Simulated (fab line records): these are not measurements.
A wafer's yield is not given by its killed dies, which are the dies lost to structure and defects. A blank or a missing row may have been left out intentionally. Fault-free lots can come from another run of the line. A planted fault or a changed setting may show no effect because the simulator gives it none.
fab line records | flow nand-harc
record: lots: 7 | wafers: 19 | last-day: 33
route steps=1302 shown A_SLIT@945 A_SIN_REMOVE@947 A_WL_FILL@952 END@1302
lots with no fault: from the same line, run without faults
start-h: hours from the record's first day to the start of the lot's first wafer shown | wait-h: time in hours since the lot's previous step | " unchanged from the row above | L1.1+2: several wafers, shown together as one row | - either no value or no given start | * or withheld: withheld | < > ~ a bound
route shown NAME@n: names a module that has steps shown in the file, with the first one's number in the route | usual: mean and standard deviation over wafers with no fault | same: alike in all rows | chamber/n: place in a boat | sites: each site's reading | _std_site: standard deviation of those values | _edge_site: the outer-site mean with the inner-site mean subtracted | radius-mm: how far each site lies from the wafer's centre | mask NAME#n: copy n | behind: the tool/chamber that last shaped the wafer | hold: why the lot went on hold/how many hours it stayed there/how the hold came to an end | device: names the non-switching transistor (n, p or np) | end of line: the route-end tests of the same wafers | a step without rows: its recipe alone | killed: dies that structure and defects cost at the first sort, which is not the same as the wafer's yield | map: the dies of a wafer, with x for killed, . for not killed, _ for no die there
set.NAME: the setting as run; set.NAME@STEP: as run at that earlier step | model.NAME: the simulator's own value behind a step, which no gauge read
a table for each step, a row for each wafer; lots at some steps of the route
services: from which hour (start-h, from the record's first day; less than 0 if before it) a tool's chamber was out of use, for how many hours, and why
== steps ==
step: NHARC_A_SLIT_SRD_20
step: NHARC_A_SLIT_CD_MEAS_21
usual: cd-nm: 289.5/0.86
lot.wafer | tool      | chamber | start-h | wait-h | cd-nm
L327.1    | cd-sem-02 | -       | 452.78  | -      | 290.7
L327.3    | "         | -       | "       | "      | 290.2
L327.6    | "         | -       | "       | "      | 290.7
L334.2    | cd-sem-01 | -       | 536.69  | -      | 290.5
L334.5    | "         | -       | "       | "      | 290.1
L334.6    | "         | -       | "       | "      | 290.1
L344.2    | cd-sem-02 | -       | 637.25  | -      | 289.9
L344.3    | "         | -       | "       | "      | 290.2
L345.1    | cd-sem-02 | -       | 663.61  | -      | 290.9
L345.2    | "         | -       | "       | "      | 291.9
L345.3    | "         | -       | "       | "      | 291.1
L347.2    | cd-sem-01 | -       | 667.64  | -      | 288.4
L347.3    | "         | -       | "       | "      | 288.9
L348.1    | cd-sem-01 | -       | 681.39  | -      | 291.3
L348.2    | "         | -       | "       | "      | 289.1
L348.3    | "         | -       | "       | "      | 289.5
L349.1    | cd-sem-03 | -       | 687.13  | 0.1    | 289.3
L349.3    | "         | -       | "       | "      | 290.4
L349.5    | "         | -       | "       | "      | 290.0
step: NHARC_A_SIN_REMOVE_WET_00
recipe: temp-c: 160 | time-s: 15300 | chemistry: H3PO4
step: NHARC_A_SIN_REMOVE_PRECLEAN_01
recipe: time-s: * | temp-c: 50 | bath-age-min: 0 | chemistry: SC1
step: NHARC_A_SIN_REMOVE_SRD_02
step: NHARC_A_SIN_REMOVE_INSPECT_04
usual: raw-defect-count: 401/100
lot.wafer | tool              | chamber | start-h | wait-h | raw-defect-count
L327.1    | defect-inspect-01 | -       | 459.38  | 0.0    | 353
L327.3    | "                 | -       | "       | "      | 251
L327.6    | "                 | -       | "       | "      | 209
L334.2    | defect-inspect-02 | -       | 542.23  | 0.0    | 420
L334.5    | "                 | -       | "       | "      | 349
L334.6    | "                 | -       | "       | "      | 306
L344.2    | defect-inspect-02 | -       | 643.89  | 0.0    | 441
L344.3    | "                 | -       | "       | "      | 393
L345.1    | defect-inspect-02 | -       | 670.21  | 0.0    | 428
L345.2    | "                 | -       | "       | "      | 361
L345.3    | "                 | -       | "       | "      | 422
L347.2    | defect-inspect-01 | -       | 674.59  | 0.0    | 355
L347.3    | "                 | -       | "       | "      | 339
L348.1    | defect-inspect-01 | -       | 687.99  | 0.0    | 606
L348.2    | "                 | -       | "       | "      | 461
L348.3    | "                 | -       | "       | "      | 465
L349.1    | defect-inspect-01 | -       | 693.77  | 0.0    | 395
L349.3    | "                 | -       | "       | "      | 303
L349.5    | "                 | -       | "       | "      | 305
step: NHARC_A_WL_FILL_ALD_00
recipe: target-thk-a: 30 | pulse-time-s: 3 | ald-cycles: 30 | temp-c: 300 | material: Al2O3
usual: heater-power-w: 463/56 | precursor-pulse-height-rel: 1.000/0.021
lot.wafer | tool      | chamber | start-h | wait-h | heater-power-w | precursor-pulse-height-rel | since-wet-clean-h
L327.3    | ald-hk-03 | 3       | 460.95  | 1.6    | 387            | 0.995                      | 58
L327.1    | "         | 0       | "       | "      | 447            | 1.002                      | 58
L327.6    | "         | 3       | "       | "      | 373            | 1.003                      | -
L334.2    | ald-hk-03 | 3       | 542.35  | 0.1    | 378            | 0.986                      | 139
L334.6    | "         | 1       | "       | "      | 519            | 0.987                      | -
L334.5    | "         | 2       | "       | "      | 455            | 1.025                      | -
L344.2    | ald-hk-02 | 1       | 644.01  | 0.1    | 508            | 1.012                      | 102
L344.3    | "         | 2       | "       | "      | 393            | 1.032                      | 102
L345.3    | ald-hk-02 | 0       | 670.28  | 0.1    | 532            | 1.002                      | 129
L345.1    | "         | 1       | "       | "      | 514            | 0.957                      | 129
L345.2    | "         | 3       | "       | "      | 525            | 0.964                      | 129
L347.2    | ald-hk-02 | 3       | 674.65  | 0.1    | 549            | 0.995                      | 133
L347.3    | "         | 0       | "       | "      | 534            | 1.007                      | 133
L348.3    | ald-hk-04 | 2       | 688.06  | 0.1    | 389            | 1.003                      | 66
L348.1    | "         | 3       | "       | "      | 481            | 1.049                      | 66
L348.2    | "         | 0       | "       | "      | 515            | 1.023                      | 66
L349.1    | ald-hk-03 | 0       | 693.86  | 0.1    | 441            | 1.008                      | 113
L349.3    | "         | 2       | "       | "      | 460            | 0.975                      | 113
L349.5    | "         | 3       | "       | "      | 369            | 1.029                      | -
step: NHARC_A_WL_FILL_RTA_01
recipe: temp-c: 1000 | time-s: 5
usual: lamp-power-pct: 28/3.3 | wafer_temp_C_max: 1005.2/1.1
lot.wafer | tool          | chamber | start-h | wait-h | lamp-power-pct | wafer_temp_C_max
L327.1    | rtp-anneal-02 | 0       | 461.38  | 0.3    | 25             | 1004.5
L327.3    | "             | 0       | "       | "      | 25             | 1005.4
L327.6    | "             | 0       | "       | "      | 25             | 1005.2
L334.2    | rtp-anneal-01 | 0       | 542.59  | -      | 31             | 1004.7
L334.5    | "             | 0       | "       | "      | 31             | 1004.7
L334.6    | "             | 0       | "       | "      | 31             | 1003.4
L344.2    | rtp-anneal-01 | 0       | 644.41  | 0.3    | 31             | 1004.4
L344.3    | "             | 0       | "       | "      | 31             | 1004.5
L345.1    | rtp-anneal-01 | 0       | 670.53  | -      | 31             | 1006.2
L345.2    | "             | 0       | "       | "      | 31             | 1004.6
L345.3    | "             | 0       | "       | "      | 31             | 1007.7
L347.2    | rtp-anneal-02 | 0       | 674.98  | -      | 25             | 1005.5
L347.3    | "             | 0       | "       | "      | 25             | 1007.4
L348.1    | rtp-anneal-01 | 0       | 688.33  | -      | 31             | 1005.0
L348.2    | "             | 0       | "       | "      | 31             | 1003.0
L348.3    | "             | 0       | "       | "      | 31             | 1004.9
L349.1    | rtp-anneal-02 | 0       | 694.11  | -      | 25             | 1005.2
L349.3    | "             | 0       | "       | "      | 25             | 1005.8
L349.5    | "             | 0       | "       | "      | 25             | 1004.7
step: NHARC_A_WL_FILL_ALD_02
recipe: target-thk-a: 20 | pulse-time-s: 3 | ald-cycles: 100 | temp-c: 450 | material: TiN
usual: heater-power-w: 1054/99 | precursor-pulse-height-rel: 0.999/0.019
lot.wafer | tool         | chamber | start-h | wait-h | heater-power-w | precursor-pulse-height-rel | since-wet-clean-h
L327.1    | ald-metal-03 | 1       | 461.64  | 0.2    | 1000           | 0.982                      | 62
L327.3    | "            | 2       | "       | "      | 1048           | 0.979                      | 62
L327.6    | "            | 1       | "       | "      | 998            | 0.992                      | -
L334.2    | ald-metal-03 | 0       | 542.89  | 0.3    | 1048           | 1.018                      | 143
L334.6    | "            | 1       | "       | "      | 987            | 0.996                      | -
L334.5    | "            | 2       | "       | "      | 1044           | 1.010                      | -
L344.2    | ald-metal-03 | 3       | 644.59  | 0.2    | 833            | 0.978                      | 67
L344.3    | "            | 1       | "       | "      | 948            | 0.968                      | 67
L345.3    | ald-metal-03 | 2       | 670.75  | 0.1    | 1096           | 1.054                      | 93
L345.1    | "            | 3       | "       | "      | 855            | 0.993                      | 93
L345.2    | "            | 1       | "       | "      | 957            | 1.011                      | 93
L347.3    | ald-metal-02 | 0       | 675.31  | 0.2    | 899            | 0.984                      | 55
L347.2    | "            | 2       | "       | "      | 1261           | 0.998                      | 55
L348.1    | ald-metal-02 | 2       | 688.54  | 0.2    | 1264           | 1.033                      | 69
L348.3    | "            | 3       | "       | "      | 1066           | 0.998                      | 69
L348.2    | "            | 0       | "       | "      | 910            | 1.027                      | 69
L349.1    | ald-metal-04 | 3       | 694.33  | 0.2    | 1042           | 1.014                      | 32
L349.3    | "            | 2       | "       | "      | 1050           | 1.019                      | 32
L349.5    | "            | 0       | "       | "      | 1100           | 0.974                      | -
step: NHARC_A_WL_FILL_CVD_03
recipe: target-thk-a: 400 | temp-c: 300 | pressure-torr: 40 | wf6-flow-sccm: 40 | h2-flow-sccm: 1600 | ar-flow-sccm: 1560 | time-s: 279 | material: W
usual: heater-power-w: 458/27 | mfc-h2-sccm: 1600/4.2 | throttle-valve-pct: 7.80/0.19
lot.wafer | tool     | chamber | start-h | wait-h | heater-power-w | mfc-h2-sccm | since-wet-clean-h | throttle-valve-pct
L327.1    | cvd-w-01 | 0       | 462.09  | 0.1    | 465            | 1598        | 83                | 7.90
L327.3    | "        | 0       | "       | "      | 469            | 1597        | -                 | 7.93
L327.6    | "        | 0       | "       | "      | 465            | 1605        | -                 | 7.84
L334.2    | cvd-w-01 | 0       | 543.51  | 0.3    | 488            | 1595        | 164               | 8.03
L334.5    | "        | 0       | "       | "      | 466            | 1600        | -                 | 7.85
L334.6    | "        | 1       | "       | "      | 431            | 1603        | -                 | 7.79
L344.2    | cvd-w-02 | 0       | 645.03  | 0.1    | 490            | 1594        | 0                 | 7.66
L344.3    | "        | 0       | "       | "      | 473            | 1599        | -                 | 7.66
L345.1    | cvd-w-01 | 1       | 671.19  | 0.1    | 421            | 1595        | 111               | 7.87
L345.2    | "        | 0       | "       | "      | 472            | 1602        | 111               | 7.96
L345.3    | "        | 0       | "       | "      | 455            | 1604        | -                 | 7.71
L347.2    | cvd-w-02 | 1       | 675.80  | 0.1    | 455            | 1606        | 31                | 7.74
L347.3    | "        | 1       | "       | "      | 443            | 1605        | -                 | 7.76
L348.2    | cvd-w-02 | 1       | 688.99  | 0.1    | 433            | 1602        | 44                | 7.52
L348.1    | "        | 0       | "       | "      | 478            | 1605        | 44                | 7.60
L348.3    | "        | 1       | "       | "      | 449            | 1597        | -                 | 7.47
L349.1    | cvd-w-01 | 1       | 694.81  | 0.1    | 421            | 1594        | 134               | 8.01
L349.3    | "        | 1       | "       | "      | 432            | 1602        | -                 | 7.82
L349.5    | "        | 1       | "       | "      | 431            | 1602        | -                 | 7.97
step: NHARC_A_WL_FILL_ETCHBACK_04
recipe: target-depth-a: 600 | time-s: 120 | chemistry: NF3
usual: drypump-motor-current-A: 5.4/0.42 | oes-product-au: 1.001/0.0095 | run-length-s: 141.3/0.48
lot.wafer | tool         | chamber | start-h | wait-h | drypump-motor-current-A | oes-product-au | rf-hours-counter-h | run-length-s
L327.1    | rie-metal-01 | 0       | 462.48  | 0.3    | 6.0                     | 1.014          | 1.2                | 141.4
L327.3    | "            | 0       | "       | "      | 6.0                     | 1.004          | -                  | 141.5
L327.6    | "            | 1       | "       | "      | 5.2                     | 1.010          | -                  | 140.6
L334.2    | rie-metal-02 | 1       | 543.91  | 0.4    | 6.0                     | 0.986          | 1.1                | 141.8
L334.5    | "            | 0       | "       | "      | 5.3                     | 1.005          | -                  | 142.0
L334.6    | "            | 1       | "       | "      | 6.0                     | 1.008          | -                  | 141.7
L344.2    | rie-metal-01 | 1       | 645.43  | 0.4    | 5.2                     | 0.996          | 1.4                | 101.7
L344.3    | "            | 0       | "       | "      | 5.9                     | 1.015          | -                  | 141.5
L345.1    | rie-metal-01 | 1       | 671.57  | 0.3    | 5.2                     | 0.992          | 1.7                | 140.8
L345.2    | "            | 0       | "       | "      | 6.0                     | 1.019          | 1.6                | 102.7
L345.3    | "            | 0       | "       | "      | 6.0                     | 1.017          | -                  | 141.4
L347.2    | rie-metal-01 | 0       | 676.15  | 0.3    | 6.0                     | 1.024          | 1.9                | 102.5
L347.3    | "            | 1       | "       | "      | 5.2                     | 0.995          | -                  | 140.8
L348.2    | rie-metal-03 | 1       | 689.35  | 0.3    | 5.3                     | 1.005          | 2.4                | 140.9
L348.1    | "            | 0       | "       | "      | 4.8                     | 1.002          | 2.4                | 140.8
L348.3    | "            | 1       | "       | "      | 5.3                     | 1.004          | -                  | 140.8
L349.1    | rie-metal-02 | 0       | 695.16  | 0.3    | 5.4                     | 1.018          | 0.6                | 142.2
L349.3    | "            | 1       | "       | "      | 6.0                     | 0.988          | -                  | 142.1
L349.5    | "            | 0       | "       | "      | 5.4                     | 1.032          | -                  | 141.9
step: NHARC_A_WL_FILL_ETCHBACK_05
recipe: target-depth-a: 220 | time-s: 60 | temp-c: 40 | chemistry: Cl2/BCl3
usual: drypump-motor-current-A: 5.4/0.43 | oes-product-au: 1.002/0.0089 | run-length-s: 81.4/0.51 | temp-c: 39.99/0.11
lot.wafer | tool         | chamber | start-h | wait-h | drypump-motor-current-A | oes-product-au | rf-hours-counter-h | run-length-s | temp-c
L327.1    | rie-metal-01 | 0       | 462.73  | 0.2    | 5.9                     | 0.998          | 1.4                | 81.6         | 39.90
L327.3    | "            | 1       | "       | "      | 5.2                     | 0.991          | -                  | 80.6         | 40.12
L327.6    | "            | 1       | "       | "      | 5.2                     | 1.005          | -                  | 81.0         | 40.04
L334.2    | rie-metal-02 | 0       | 544.13  | 0.2    | 5.4                     | 1.005          | 1.2                | 81.9         | 40.02
L334.5    | "            | 1       | "       | "      | 6.0                     | 1.001          | -                  | 82.3         | 39.86
L334.6    | "            | 0       | "       | "      | 5.3                     | 1.017          | -                  | 81.8         | 39.94
L344.2    | rie-metal-01 | 1       | 645.65  | 0.2    | 5.2                     | 0.995          | 1.6                | 80.9         | 40.08
L344.3    | "            | 0       | "       | "      | 6.0                     | 1.013          | -                  | 81.4         | 39.80
L345.2    | rie-metal-01 | 0       | 671.81  | 0.2    | 6.0                     | 1.014          | 1.8                | 81.9         | 40.03
L345.1    | "            | 1       | "       | "      | 5.2                     | 0.995          | 1.8                | 80.6         | 40.00
L345.3    | "            | 1       | "       | "      | 5.2                     | 0.994          | -                  | 80.7         | 39.91
L347.2    | rie-metal-01 | 0       | 676.36  | 0.2    | 6.0                     | 1.026          | 2.0                | 81.6         | 40.02
L347.3    | "            | 0       | "       | "      | 6.0                     | 1.025          | -                  | 81.5         | 40.01
L348.2    | rie-metal-03 | 0       | 689.60  | 0.2    | 4.8                     | 0.999          | 2.6                | 81.1         | 39.97
L348.1    | "            | 1       | "       | "      | 5.3                     | 0.994          | 2.6                | 80.9         | 39.79
L348.3    | "            | 0       | "       | "      | 4.8                     | 0.996          | -                  | 81.0         | 39.96
L349.1    | rie-metal-02 | 0       | 695.38  | 0.2    | 5.3                     | 1.030          | 0.8                | 81.6         | 39.95
L349.3    | "            | 0       | "       | "      | 5.3                     | 1.022          | -                  | 81.8         | 40.12
L349.5    | "            | 1       | "       | "      | 6.0                     | 0.996          | -                  | 81.9         | 40.02
step: NHARC_END_SORT_01
recipe: temp-c: 25
usual: killed-at-array: 56/18 | killed-at-other: 1.4/1.5 | killed-at-periphery: 4/3.1 | killed-dies: 61/19 | killed-open: 3.5/1.8 | killed-short: 2.4/1.4
same: gross-dies: 677
lot.wafer | tool      | chamber | start-h | wait-h | killed-at-array | killed-at-other | killed-at-periphery | killed-dies | killed-open | killed-short
L344.2    | prober-02 | 0       | 739.41  | 2.8    | 230             | 1               | 0                   | 231         | 3           | 0
L345.2    | prober-01 | 0       | 762.52  | 2.8    | 221             | 0               | 0                   | 221         | 0           | 5
L347.2    | prober-02 | 0       | 771.46  | 2.8    | 192             | 2               | 4                   | 198         | 3           | 1
killed by level:class
L344.2 A_WL_FILL:area-etchback=171 A_CHANNEL_HOLE_D1:chamber-film-flake=30 A_SLIT:chamber-film-flake=18 A_CONTACT:chamber-film-flake=5 A_WL_FILL:geometric-particle:open=2 A_CHANNEL_FILL_D1:chamber-film-flake=2 A_CHANNEL_FILL_D2:geometric-particle:open=1 A_DECK1_JOINT:chamber-film-flake=1
L345.2 A_WL_FILL:area-etchback=187 A_CHANNEL_HOLE_D1:chamber-film-flake=17 A_SLIT:chamber-film-flake=5 A_ONON_D1:geometric-particle:short=2 A_CHANNEL_FILL_D1:chamber-film-flake=2 A_BONDPAD:chamber-film-flake=2 A_DECK1_JOINT:geometric-particle:short=1 A_ONON_D2:geometric-particle:short=1
L347.2 A_WL_FILL:area-etchback=137 A_SLIT:chamber-film-flake=37 A_CHANNEL_HOLE_D2:chamber-film-flake=8 P_STI:chamber-film-flake=2 A_CHANNEL_HOLE_D1:unspecified=2 A_CONTACT:chamber-film-flake=2 THIN_TSV:chamber-film-flake=2 P_M0:geometric-particle:open=1
map L344.2 (x killed, . not)
____________.____________
_________.x.xx.._________
_______..x.xxx...x_______
______x.x....xxxx..______
_____x.x...x..x...xx_____
____x...xx.xx.x.xxxx.____
____xx....x..x..xxxxx____
___.x....xx...xxxxxxx.___
___x......x....xxxxxx.___
__x.x.x..x......xxxxx..__
__x.x.x.......xxxxxx.xx__
_xxx...x.x.....xxxxx..xx_
_x..xxx........xxx.x...._
_.x.x.x........x.x..x.x._
_...x..x.........x.xxxxx_
_xx.xxx.....x.....x...x._
.xx..........x......x..xx
.xx.xxx.....x........x.x.
x..x...x....x..........x.
xx...xx.xx..........x....
..x.x.........x........xx
_x............x...xx..xx_
_xx..xx.......xx........_
_.xxxxx..............xxx_
_.................x....._
_..xx.....xx.......x...x_
__x.x..xx..........x...__
__xx..x..x......x.x..x.__
___x..xx.....x.......x___
___xx.......xx......xx___
____x.x.x.......xx.x.____
____xx....x.x....x..x____
_____.xx...x....x..._____
______.xx.x..x..xx.______
_______x.xx...x..x_______
_________xx...x._________
____________.____________
map L345.2 (x killed, . not)
____________x____________
_________...x..._________
_______..x....x..._______
______..x..........______
_____.x.x..xxxxxxx.._____
____.xxx..x...xx.x.xx____
____xxx..x.x..x..xxx.____
___xx.x......x.xx.xxxx___
___.x.xxx.....x....x..___
__...xx..xx....xxxx....__
__xx.xx....xx...x.x...x__
_..x..x.xx..xxx...x..x.._
_.x.x.....x....x........_
_.xxx...x.x..x...x..x..._
_.xxxx.xx.xx....x..xx.xx_
_...x.xx.x...x.....x...._
x...xx....x..x......x....
x...x.xx.x.....x.....x..x
x..x..x..x..xx.......x...
x...x.x..x.x.x...........
.....x.xx..xx.x..x.x.....
_.xxxx.x..x....x....x..._
_.x..x..x...xx...x..x..x_
_.xxx.xx.......xx.x.x..._
_..xx.........x........._
_..x..x....x...xxxx....._
__xx..........x.....x..__
__..x.xx.......x..x.x..__
___xxx.x.x.x...x...x..___
___.......xx...x......___
____...xx...x........____
____.xxx......x....xx____
_____x...xx.xx....xx_____
______..x....xx...x______
_______......xx..._______
_________xx....x_________
____________.____________
== services ==
tool         | chamber | start-h | hours | kind
ald-metal-03 | 3       | 441.02  | 2.0   | repair
cvd-w-02     | -       | 450.91  | 13.0  | pm
rie-metal-02 | -       | 454.00  | 9.0   | pm
cvd-w-01     | -       | 475.25  | 0.5   | repair
ald-metal-03 | 1       | 477.15  | 2.9   | repair
rie-metal-03 | -       | 477.52  | 1.9   | repair
rie-metal-03 | -       | 519.03  | 9.0   | pm
cvd-w-02     | 1       | 529.33  | 10.0  | repair
ald-hk-02    | -       | 531.74  | 10.0  | pm
cvd-w-01     | -       | 547.41  | 13.0  | pm
ald-metal-02 | 3       | 553.14  | 7.5   | repair
rie-metal-01 | 0       | 554.33  | 12.8  | repair
ald-metal-03 | 3       | 557.90  | 42.5  | repair
ald-hk-02    | -       | 565.07  | 0.7   | repair
ald-metal-03 | -       | 568.00  | 10.0  | pm
ald-hk-03    | -       | 570.97  | 10.0  | pm
rie-metal-01 | -       | 575.00  | 9.0   | pm
ald-metal-02 | -       | 610.00  | 10.0  | pm
cvd-w-01     | 1       | 617.87  | 3.4   | repair
cvd-w-02     | -       | 626.41  | 0.9   | repair
rie-metal-02 | -       | 631.00  | 9.0   | pm
cvd-w-02     | -       | 631.91  | 13.0  | pm
cvd-w-01     | 1       | 662.11  | 7.9   | repair
rie-metal-03 | 1       | 684.42  | 3.8   | repair
== key ==
first-sign: step: NHARC_A_WL_FILL_ETCHBACK_04 | reading: run-length-s | direction: down | sigmas: 81 | usual: * | struck: *
effect: step: NHARC_END_SORT_01 | reading: killed-at-array | direction: up | sigmas: 8.7 | usual: 56 | struck: 214
more-kills-born-at: NHARC_A_WL_FILL_ETCHBACK_04@rie-metal-01: 495
met-at NHARC_A_WL_FILL_ETCHBACK_04
struck-wafers L344.2,L345.2,L347.2
tester-left-out L344,L345,L347
onset-between 462.48 645.43
fault: kind: process-parameter-drift | tool: rie-metal-01 | chamber: - | onset-h: 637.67 | steps: NHARC_A_WL_FILL_ETCHBACK_04 | channel: time-s | offset: * | shape: step | end-h: 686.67 | scope: struck-wafers-only | acts-in: * | stated: *
tester-left-out: of these lots the tester's yield and bins aren't shown, on N5 and GAA mostly nor the transistor test; their killed dies are dies lost to structure and defects alone, not to doping, threshold or leakage, so they don't give the yield
